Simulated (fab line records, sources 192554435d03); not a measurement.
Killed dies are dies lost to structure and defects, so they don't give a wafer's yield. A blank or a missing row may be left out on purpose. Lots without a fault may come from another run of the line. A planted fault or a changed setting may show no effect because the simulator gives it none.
Chamber matching | flow n5_finfet | N5_ILD0_LINER_00 on ald_sin-01: 4 sister chambers
The step material SiNx, target thk 4 nm, pulse time 1 s, purge time 2 s. 4 wafers are shown with their chamber, then 10 later ones without.

WAFERS WITH THEIR CHAMBER
wafer  | chamber | heater_power_w (W)
L082.1 | 2       | 772
L090.1 | 0       | 1091
L091.2 | 1       | 825
L091.4 | 3       | 840

WAFERS WITHOUT THEIR CHAMBER
wafer  | heater_power_w (W)
L091.6 | 1140
L092.2 | 766
L092.4 | 853
L092.6 | 1150
L093.2 | 825
L093.3 | 1091
L093.5 | 777
L097.3 | 846
L097.5 | 862
L097.6 | 1086

WHICH CHAMBER EACH WENT THROUGH
wafer  | from the rows above     | in truth
L091.6 | 0                       | 0
L092.2 | 2                       | 2
L092.4 | can't be placed: 3 or 1 | 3
L092.6 | 0                       | 0
L093.2 | can't be placed: 1 or 3 | 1
L093.3 | 0                       | 0
L093.5 | can't be placed: 2 or 1 | 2
L097.3 | can't be placed: 3 or 1 | 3
L097.5 | can't be placed: 3 or 1 | 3
L097.6 | 0                       | 0
Placed correctly: 5 of 10. Can't be placed from these rows: 5 (the true chamber is among the candidates in 5). Placed wrongly: 0.
How it was worked out, from the rows above alone: a wafer's distance from a chamber is the root of the sum, over the readings, of the square of ((its reading less the chamber's mean) divided by the reading's scatter). The wafer belongs to the nearest chamber; if the next one is less than 2 further off, it can't be placed. A chamber's mean is the mean of its shown wafers. The scatter: with one shown wafer a chamber, the root of the mean of the squares of how far each hidden wafer lies from its nearest shown one.
